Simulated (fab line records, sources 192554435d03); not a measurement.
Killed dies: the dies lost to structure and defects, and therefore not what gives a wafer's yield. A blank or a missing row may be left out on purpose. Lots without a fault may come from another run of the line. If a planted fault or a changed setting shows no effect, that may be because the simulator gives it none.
fab line records | flow n5Finfet
record lots=7 wafers=21 lastDay=18
route steps=1938 shown FIN_SAQP@116 BEOL_M4@1111 PASSIVATION@1936
lots that met no fault: from a run of the same line without faults
startH: hours from the record's opening day to when the first of the lot's shown wafers began | waitH: how many hours have passed since the lot's step before this one | " identical to the entry in the row above | L1.1+2: a single row standing in for several wafers | - no value present, or no start provided | * or withheld: withheld | < > ~ a bound
route shown NAME@n: names a module that has steps shown in the file, with the first one's number in the route | usual: mean/standard deviation taken from wafers without a fault | same: alike in all rows | chamber/n: place in a boat | sites: the reading at each site | _std_site: standard deviation across them | _edge_site: the outer-site mean with the inner-site mean subtracted | radiusMm: how far each site lies from the wafer's centre | mask NAME#n: copy n | behind: the most recent tool/chamber to have shaped the wafer | hold: why the lot went on hold/how many hours it stayed there/how the hold came to an end | device: names the non-switching transistor (n, p or np) | end of line: at the end of the route, the tests of the same wafers | a step without rows: its recipe alone | killed: not the wafer's yield, but the dies lost to structure and defects at the first sort | map: a wafer's dies, x killed, . not, _ none there
set.NAME: the setting as run; set.NAME@STEP: as run at that earlier step | model.NAME: the simulator's own value behind a step, which no gauge read
a sample of lots followed through the steps of the route, with each step as a table and each wafer as a row
services: from which hour (startH, from the record's first day; less than 0 if before it) a tool's chamber was out of use, for how many hours, and why
## steps
# step N5_FIN_SAQP_ETCH_52
# recipe chemistry=N2/H2 target=SOC targetDepthA=1000 overetchA=200 maskMaterial=SiARC tempC=40 timeS=150 ionEnergyEv=200 pressureMtorr=30 sourceW=840 biasW=150 n2FlowSccm=200 h2FlowSccm=200 ends=endPoint
# usual biasW=150.0/0.44 chamberPressureMTorr=30.002/0.026 drypumpMotorCurrentA=5.7/0.46 h2FlowSccm=200.0/0.61 oesProductAu=0.75/0.067 rfVppV=523.3/2.2 showerheadPlenumPTorr=2.52/0.072 throttleValvePct=17.75/0.24
# columns lot.wafer tool chamber startH waitH biasW chamberPressureMTorr drypumpMotorCurrentA h2FlowSccm oesProductAu rfHoursCounterH rfVppV showerheadPlenumPTorr throttleValvePct
L811.3 rieDiel-04 3 47.31 0.0 150.7 30.019 5.5 198.3 0.81 17 524.5 2.58 17.53
L811.5 " 3 " " 150.8 30.001 5.5 199.1 0.81 - 526.0 2.58 17.53
L811.6 " 1 " " 149.7 29.993 5.4 200.4 0.72 - 522.1 2.48 18.02
L821.1 rieDiel-01 3 107.61 0.0 149.7 30.029 6.2 199.0 0.72 85 522.2 2.47 17.67
L821.3 " 2 " " 149.9 30.015 5.6 198.9 0.71 93 525.3 2.58 17.89
L821.6 " 0 " " 150.0 29.987 6.3 199.4 0.78 - 521.8 2.47 17.61
L822.3 rieDiel-01 0 114.05 0.0 150.0 29.985 6.3 200.4 0.78 37 521.4 2.47 17.61
L822.4 " 3 " " 150.0 29.973 6.1 201.0 0.71 - 522.4 2.46 17.68
L822.6 " 0 " " 149.6 30.032 6.3 200.5 0.78 - 522.4 2.47 17.62
L823.2 rieDiel-01 2 118.80 0.0 149.7 29.996 5.6 200.7 0.71 100 524.7 2.58 17.90
L823.4 " 2 " " 150.1 29.973 5.6 199.7 0.71 - 526.3 2.58 17.91
L823.6 " 3 " " 150.3 29.989 6.2 199.5 0.72 - 521.5 2.46 17.69
L827.3 rieDiel-01 1 141.74 0.0 149.8 29.956 5.0 199.2 0.61 242 519.2 2.39 18.01
L827.4 " 2 " " 150.4 29.974 5.6 199.7 0.69 112 524.1 2.57 17.93
L827.5 " 3 " " 150.4 30.009 6.2 199.7 0.71 - 519.5 2.46 17.72
L829.2 rieDiel-04 2 155.24 0.0 150.2 30.041 4.8 199.6 0.81 34 526.0 2.59 17.50
L829.4 " 1 " " 149.6 30.054 5.4 200.4 0.69 131 520.4 2.46 18.08
L829.6 " 0 " " 149.6 30.021 6.1 199.8 0.79 - 521.3 2.48 17.62
L830.2 rieDiel-01 3 160.35 0.0 149.2 30.010 6.2 200.2 0.70 106 521.8 2.46 17.70
L830.3 " 2 " " 149.9 30.049 5.6 199.9 0.70 120 525.0 2.57 17.92
L830.5 " 1 " " 150.7 30.008 5.1 201.5 0.61 - 518.9 2.39 18.03
# step N5_FIN_SAQP_SPACER1_ETCHBACK_25
# recipe chemistry=CHF3/O2 mode=anisotropicEtchback target=SiO2 targetDepthA=244 timeS=12.2 pressureMtorr=30 sourceW=650 biasW=170 Ar_flow_sccm=200 CHF3_flow_sccm=50 O2_flow_sccm=5 ionEnergyEv=200
# usual drypumpMotorCurrentA=5.7/0.42 oesProductAu=0.81/0.076 rfVppV=524/12 showerheadPlenumPTorr=2.40/0.071 throttleValvePct=18.87/0.16
# same timeS=12.2
# columns lot.wafer tool chamber startH waitH drypumpMotorCurrentA oesProductAu rfHoursCounterH rfVppV showerheadPlenumPTorr throttleValvePct
L811.3 rieDiel-01 2 49.02 0.4 5.6 0.83 68 535 2.45 18.79
L811.5 " 3 " " 6.2 0.83 - 537 2.36 18.77
L811.6 " 2 " " 5.6 0.83 - 535 2.45 18.79
L821.1 rieDiel-01 2 109.85 0.4 5.6 0.80 95 532 2.43 18.85
L821.3 " 3 " " 6.2 0.81 86 536 2.35 18.82
L821.6 " 0 " " 6.2 0.88 - 507 2.36 18.86
L822.3 rieDiel-02 1 116.31 0.4 6.2 0.77 118 517 2.32 18.93
L822.4 " 3 " " 5.9 0.78 111 537 2.54 18.60
L822.6 " 0 " " 5.2 0.71 - 525 2.41 19.02
L823.2 rieDiel-01 3 121.37 0.4 6.2 0.80 94 536 2.34 18.82
L823.4 " 0 " " 6.2 0.87 - 510 2.36 18.86
L823.6 " 3 " " 6.2 0.79 - 538 2.34 18.83
L827.3 rieDiel-02 2 143.55 0.5 5.7 0.89 35 502 2.37 19.04
L827.4 " 1 " " 6.2 0.77 129 517 2.32 18.97
L827.5 " 0 " " 5.2 0.70 - 526 2.41 19.03
L829.2 rieDiel-02 0 157.19 0.6 5.2 0.71 186 523 2.41 19.02
L829.4 " 3 " " 5.9 0.77 127 539 2.53 18.65
L829.6 " 2 " " 5.7 0.90 - 502 2.37 19.06
L830.2 rieDiel-01 0 162.49 0.4 6.2 0.84 59 507 2.35 18.89
L830.3 " 2 " " 5.7 0.77 120 533 2.42 18.88
L830.5 " 0 " " 6.2 0.85 - 507 2.35 18.91
# step N5_FIN_SAQP_ETCH_67
# recipe chemistry=CH3F/O2 target=SiNx targetDepthA=300 maskMaterial=SOC pressureMtorr=30 sourceW=395 biasW=73 Ar_flow_sccm=150 CH3F_flow_sccm=30 O2_flow_sccm=20 ionEnergyEv=120
# usual CH3F_flow_sccm=30.00/0.089 O2_flow_sccm=19.99/0.065 drypumpMotorCurrentA=5.7/0.46 oesProductAu=0.81/0.075 rfVppV=298/6.3 showerheadPlenumPTorr=1.98/0.059 throttleValvePct=16.31/0.16
# columns lot.wafer tool chamber startH waitH CH3F_flow_sccm O2_flow_sccm drypumpMotorCurrentA oesProductAu rfHoursCounterH rfVppV showerheadPlenumPTorr throttleValvePct
L811.3 rieDiel-02 3 50.05 0.0 30.05 19.98 5.9 0.81 84 305 2.11 16.00
L811.5 " 0 " " 30.00 20.02 5.2 0.73 - 299 2.01 16.42
L811.6 " 1 " " 30.08 19.93 6.1 0.80 - 294 1.94 16.38
L821.1 rieDiel-02 2 110.91 0.0 - - - - - - - -
L821.3 " 0 " " - - - - - - - -
L821.6 " 3 " " - - - - - - - -
L822.3 rieDiel-02 2 117.65 0.0 - - - - - - - -
L822.4 " 3 " " - - - - - - - -
L822.6 " 2 " " - - - - - - - -
L823.2 rieDiel-01 3 122.95 0.0 29.94 19.97 6.2 0.80 95 305 1.94 16.29
L823.4 " 0 " " 30.01 19.87 6.2 0.87 - 288 1.95 16.31
L823.6 " 2 " " 29.96 19.84 5.6 0.79 - 302 2.02 16.31
L827.3 rieDiel-04 1 144.66 0.0 30.11 19.98 5.4 0.76 127 292 1.92 16.30
L827.4 " 2 " " 29.91 20.06 4.7 0.90 30 300 2.03 16.04
L827.5 " 3 " " 30.01 20.07 5.5 0.86 - 301 2.06 16.37
L829.2 rieDiel-02 3 158.52 0.0 30.06 19.91 5.9 0.77 128 303 2.10 16.07
L829.4 " 2 " " 30.06 19.96 5.7 0.88 41 284 1.96 16.42
L829.6 " 0 " " 30.03 20.04 5.2 0.71 - 297 2.00 16.49
L830.2 rieDiel-02 0 163.59 0.0 30.13 20.02 5.2 0.70 189 297 1.99 16.49
L830.3 " 3 " " 29.98 19.95 5.9 0.77 130 304 2.10 16.08
L830.5 " 1 " " 30.14 19.93 6.1 0.76 - 292 1.92 16.45
# step N5_FIN_SAQP_HM_OPEN_33
# recipe chemistry=CH3F/O2 target=SiNx maskMaterial=SiO2 targetDepthA=494 timeS=70.6 pressureMtorr=30 sourceW=395 biasW=73 Ar_flow_sccm=150 CH3F_flow_sccm=30 O2_flow_sccm=20 ionEnergyEv=120 ends=cleared
# usual drypumpMotorCurrentA=5.7/0.46 etchRfOnTimeS=69.1/1.3 oesProductAu=0.70/0.066 rfVppV=298/5.9 showerheadPlenumPTorr=1.98/0.058 throttleValvePct=16.27/0.15
# columns lot.wafer tool chamber startH waitH drypumpMotorCurrentA etchRfOnTimeS oesProductAu rfHoursCounterH rfVppV showerheadPlenumPTorr throttleValvePct
L811.3 rieDiel-04 2 50.89 0.0 4.7 70.1 0.81 8 302 2.04 15.98
L811.5 " 1 " " 5.4 71.6 0.68 - 293 1.93 16.25
L811.6 " 2 " " 4.8 70.4 0.82 - 301 2.04 15.99
L821.1 rieDiel-02 0 112.44 0.1 5.2 84.8 0.61 173 298 2.00 16.46
L821.3 " 2 " " 5.7 82.5 0.79 21 285 1.96 16.37
L821.6 " 2 " " 5.7 84.4 0.79 - 285 1.96 16.38
L822.3 rieDiel-01 2 118.97 0.1 5.6 83.9 0.68 100 302 2.02 16.27
L822.4 " 3 " " 6.2 84.6 0.68 - 304 1.94 16.27
L822.6 " 2 " " 5.6 84.0 0.67 - 302 2.02 16.27
L823.2 rieDiel-04 2 124.26 0.1 4.7 68.0 0.78 23 301 2.04 15.99
L823.4 " 1 " " 5.3 68.1 0.67 119 294 1.92 16.27
L823.6 " 1 " " 5.4 69.6 0.67 - 293 1.92 16.28
L827.3 rieDiel-01 3 145.75 0.0 6.3 67.9 0.67 102 305 1.94 16.28
L827.4 " 1 " " 5.0 68.4 0.58 244 294 1.88 16.61
L827.5 " 3 " " 6.2 67.7 0.69 - 304 1.94 16.29
L829.2 rieDiel-02 3 159.34 0.0 5.9 68.0 0.65 128 305 2.10 16.07
L829.4 " 2 " " 5.7 67.7 0.76 41 285 1.96 16.41
L829.6 " 1 " " 6.1 68.4 0.65 - 293 1.93 16.42
L830.2 rieDiel-01 0 164.40 0.0 6.2 68.8 0.72 60 287 1.95 16.32
L830.3 " 3 " " 6.1 68.1 0.67 108 304 1.94 16.27
L830.5 " 3 " " 6.2 69.0 0.68 - 305 1.94 16.31
# step N5_FIN_SAQP_STRIP_77
# recipe chemistry=N2/H2 timeS=90 powerW=100 tempC=40 pressureMtorr=100 rfFrequencyHz=6e+07 biasPowerW=3 n2FlowSccm=300 h2FlowSccm=300
# usual drypumpMotorCurrentA=5.7/0.46 h2FlowSccm=300.0/0.85 oesProductAu=0.83/0.077 rfVppV=45.3/0.79 showerheadPlenumPTorr=3.34/0.093 throttleValvePct=12.11/0.21
# same timeS=90
# columns lot.wafer tool chamber startH waitH drypumpMotorCurrentA h2FlowSccm oesProductAu rfHoursCounterH rfVppV showerheadPlenumPTorr throttleValvePct
L811.3 rieDiel-04 2 50.98 0.0 4.7 300.9 0.96 8 47.2 3.45 11.76
L811.5 " 1 " " 5.4 299.5 0.79 - 45.9 3.29 12.28
L811.6 " 2 " " 4.7 299.4 0.96 - 46.1 3.45 11.77
L821.1 rieDiel-02 0 112.53 0.0 5.2 299.5 0.72 173 43.7 3.37 12.37
L821.3 " 2 " " 5.7 300.0 0.93 21 45.8 3.33 12.36
L821.6 " 2 " " 5.7 299.1 0.93 - 45.2 3.33 12.36
L822.3 rieDiel-01 2 119.07 0.0 5.6 299.2 0.81 100 46.5 3.42 12.26
L822.4 " 3 " " 6.2 300.4 0.81 - 45.4 3.27 12.04
L822.6 " 2 " " 5.7 300.1 0.81 - 45.5 3.42 12.26
L823.2 rieDiel-04 2 124.35 0.0 4.8 300.3 0.91 23 44.9 3.44 11.81
L823.4 " 1 " " 5.4 299.4 0.78 119 45.8 3.28 12.33
L823.6 " 1 " " 5.5 300.7 0.78 - 45.3 3.28 12.35
L827.3 rieDiel-01 3 145.84 0.0 6.2 298.7 0.80 102 43.5 3.27 12.07
L827.4 " 1 " " 5.1 299.4 0.68 244 44.2 3.18 12.48
L827.5 " 3 " " 6.2 298.7 0.80 - 45.5 3.27 12.07
L829.2 rieDiel-02 3 159.44 0.0 5.9 300.1 0.78 128 45.2 3.53 11.94
L829.4 " 2 " " 5.7 300.5 0.89 41 45.1 3.32 12.40
L829.6 " 1 " " 6.2 300.1 0.77 - 46.5 3.23 12.18
L830.2 rieDiel-01 0 164.49 0.0 6.3 299.3 0.84 60 45.2 3.27 12.03
L830.3 " 3 " " 6.2 299.7 0.79 108 44.3 3.27 12.08
L830.5 " 3 " " 6.2 300.7 0.79 - 46.6 3.27 12.09
# step N5_BEOL_M4_RC_MEAS_101
# usual DIBL_N=36.0/2 DIBL_P=36.2/2.2 IOFF_N=0.16/0.034 IOFF_P=0.21/0.04 ION_N=675/12 ION_P=463/7.2 SS_N=71.6/0.6 SS_P=73.3/0.67 VT_N=250/3 VT_P=-251/3.4
# columns lot.wafer tool chamber startH waitH DIBL_N[mV/V] DIBL_P[mV/V] IOFF_N[nA/um] IOFF_P[nA/um] ION_N[uA/um] ION_P[uA/um] SS_N[mV/dec] SS_P[mV/dec] VT_N[mV] VT_P[mV]
L811.3 prober-02 0 198.35 0.3 35.2 35.2 0.14 0.18 681 460 71.1 73.5 251 -251
L811.5 " 0 " " 36.7 36.1 0.16 0.18 673 455 71.7 72.3 251 -254
L811.6 " 0 " " 34.6 35.2 0.13 0.17 665 461 70.6 72.1 250 -252
L823.2 prober-01 0 269.60 0.2 37.9 38.1 0.19 0.26 691 474 72.3 73.6 248 -245
L823.4 " 0 " " 37.9 37.8 0.19 0.26 697 472 72.0 73.1 245 -245
L823.6 " 0 " " 36.9 36.9 0.17 0.23 681 464 71.6 73.2 248 -249
L827.3 prober-02 0 309.24 0.3 38.0 38.2 0.18 0.23 675 462 71.4 74.1 250 -248
L827.4 " 0 " " 38.9 39.1 0.20 0.27 683 470 72.0 74.2 248 -247
L827.5 " 0 " " 38.2 38.4 0.18 0.23 682 469 72.5 74.7 248 -247
L829.2 prober-01 0 311.77 0.2 39.8 39.3 0.24 0.29 696 470 72.4 74.2 243 -246
L829.4 " 0 " " 35.9 36.6 0.17 0.23 690 464 71.0 72.5 247 -247
L829.6 " 0 " " 35.3 35.1 0.15 0.21 669 467 71.4 72.7 251 -252
L830.2 prober-01 0 317.14 0.2 34.0 33.6 0.12 0.18 669 459 71.1 73.0 253 -252
L830.3 " 0 " " 35.2 34.5 0.14 0.19 666 456 71.7 73.5 252 -254
L830.5 " 0 " " 35.9 34.8 0.15 0.19 673 456 71.7 72.7 250 -253
# step N5_PASSIVATION_PROBE_49
# usual defectLimitedYield=91.5/1.5 killed_at_M0_to_M3=33/10 killed_at_M4_up=15/6.4 killedAtContacts=12/5.4 killedAtFrontEnd=38/9.8 killedAtOther=4/3.1 killedDies=101/18 killedOnRim=13/3.9 killedOpen=67/14 killedShort=33/7.9 sort_bin_5_function=5.0/1 sort_bin_6_memory=3.2/0.67 sortNPass=1079/18 sortYieldPct=91.5/1.5
# same grossDies=1180 killedAtBackSide=0 sort_bin_4_leakage[%]=0 sort_bin_8_speed[%]=0
# columns lot.wafer tool chamber startH waitH defectLimitedYield[%] killed_at_M0_to_M3 killed_at_M4_up killedAtContacts killedAtFrontEnd killedAtOther killedDies killedOnRim killedOpen killedShort sort_bin_5_function[%] sort_bin_6_memory[%] sortNPass sortYieldPct[%]
L821.1 prober-02 - 388.97 0.0 0 26 21 19 1114 0 1180 152 73 24 96.9 3.1 0 0
L821.3 prober-02 - 389.07 0.1 0 45 25 4 1105 1 1180 152 87 34 95.3 4.6 0 0
L821.6 prober-02 - 389.22 0.3 0 51 26 12 1089 2 1180 152 92 30 95.1 4.8 0 0
L822.3 prober-01 - 397.53 0.1 0 24 14 4 1137 1 1180 152 47 29 97.6 2.4 0 0
L822.4 prober-01 - 397.58 0.2 0 25 14 4 1135 2 1180 152 53 28 97.5 2.2 0 0
L822.6 prober-01 - 397.68 0.3 0 20 10 13 1133 4 1180 152 44 29 97.5 2.5 0 0
# killed by level:class
L821.1 FIN_SAQP:areaEtch=1083 MOL_CONTACT_COAG:geometricParticle:open=17 STI_FIN_REVEAL:geometricParticle:open=8 BEOL_M2:geometricParticle:open=7 BEOL_M0_SAQP:geometricParticle:short=6 BEOL_M4:geometricParticle:open=6 BEOL_M5:geometricParticle:open=6 FIN_SAQP:geometricParticle:open=5
L821.3 FIN_SAQP:areaEtch=1058 FIN_SAQP:geometricParticle:open=20 BEOL_M2:geometricParticle:open=15 BEOL_M4:geometricParticle:open=13 BEOL_M0_SAQP:geometricParticle:open=10 BEOL_M0_SAQP:geometricParticle:short=5 BEOL_M4:geometricParticle:short=5 BEOL_M1:geometricParticle:open=5
L821.6 FIN_SAQP:areaEtch=1057 BEOL_M3:geometricParticle:open=16 BEOL_M4:geometricParticle:open=16 BEOL_M2:geometricParticle:open=13 MOL_CONTACT_COAG:geometricParticle:open=10 STI_FIN_REVEAL:geometricParticle:open=8 GATE_CUT:geometricParticle:open=6 BEOL_M0_SAQP:geometricParticle:short=6
L822.3 FIN_SAQP:areaEtch=1104 STI_FIN_REVEAL:geometricParticle:open=8 BEOL_M0_SAQP:geometricParticle:short=8 FIN_SAQP:geometricParticle:short=7 BEOL_M4:geometricParticle:open=6 STARTING-WAFER:geometricParticle:open=4 BEOL_M0:geometricParticle:open=4 BEOL_M7:geometricParticle:open=4
L822.4 FIN_SAQP:areaEtch=1098 FIN_SAQP:geometricParticle:short=9 STI_FIN_REVEAL:geometricParticle:open=8 FIN_SAQP:geometricParticle:open=6 BEOL_M0_SAQP:geometricParticle:open=6 BEOL_M4:geometricParticle:open=5 MOL_CONTACT_COAG:geometricParticle:open=4 BEOL_M2:geometricParticle:open=4
L822.6 FIN_SAQP:areaEtch=1107 MOL_CONTACT_COAG:geometricParticle:open=9 BEOL_M0_SAQP:geometricParticle:open=8 FIN_SAQP:geometricParticle:short=5 BEOL_M4:geometricParticle:open=5 FIN_SAQP:geometricParticle:open=4 MOL_CONTACT_COAG:geometricParticle:short=4 BEOL_M0_SAQP:geometricParticle:short=4
## services
# columns tool chamber startH hours kind
rieDiel-04 0 32.93 - clean
rieDiel-04 0 32.93 - consumableReplace:focusRing
rieDiel-04 0 32.93 19.4 scheduledDown
rieDiel-04 0 32.93 19.4 ventCycle
rieDiel-02 2 41.32 - clean
rieDiel-02 2 41.32 - consumableReplace:focusRing
rieDiel-02 2 41.32 22.0 scheduledDown
rieDiel-02 2 41.32 22.0 ventCycle
rieDiel-04 3 58.26 5.1 repair
rieDiel-01 0 61.42 4.9 repair
rieDiel-02 - 63.20 0.4 repair
rieDiel-04 2 85.92 7.1 repair
rieDiel-01 0 90.34 2.5 repair
rieDiel-04 - 93.97 28.1 pm
rieDiel-01 3 123.27 6.5 repair
rieDiel-02 0 128.23 12.0 repair
rieDiel-04 - 131.45 0.3 repair
rieDiel-01 1 162.05 - clean
rieDiel-01 1 162.05 - consumableReplace:focusRing
rieDiel-01 1 162.05 - consumableReplace:showerhead
rieDiel-01 1 162.05 22.6 scheduledDown
rieDiel-01 1 162.05 22.6 ventCycle
## key
firstSign step=N5_FIN_SAQP_ETCH_67 reading=toolRecord direction=missing
effect step=N5_FIN_SAQP_HM_OPEN_33 reading=etchRfOnTimeS direction=up sigmas=11 usual=* struck=*
effect step=N5_PASSIVATION_PROBE_49 reading=killedAtFrontEnd direction=up sigmas=99+ usual=38 struck=1119
moreKillsBornAt N5_FIN_SAQP_ETCH_67@rieDiel-02=6507
metAt N5_FIN_SAQP_ETCH_67
struckLots L821,L822
laterRowsLeftOut L821.1,L821.3,L821.6,L822.3,L822.4,L822.6
notActingAt N5_FIN_SAQP_ETCH_52,N5_FIN_SAQP_SPACER1_ETCHBACK_25,N5_FIN_SAQP_STRIP_77
onsetBetween 50.05 110.91
fault kind=skippedStepWhole tool=rieDiel-02 chamber=- onsetH=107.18 steps=N5_FIN_SAQP_ETCH_67 scope=struckLotsOnly
# laterRowsLeftOut: the simulator's readings of these wafers behind a module that went badly wrong aren't trusted and aren't shown, but for the sort
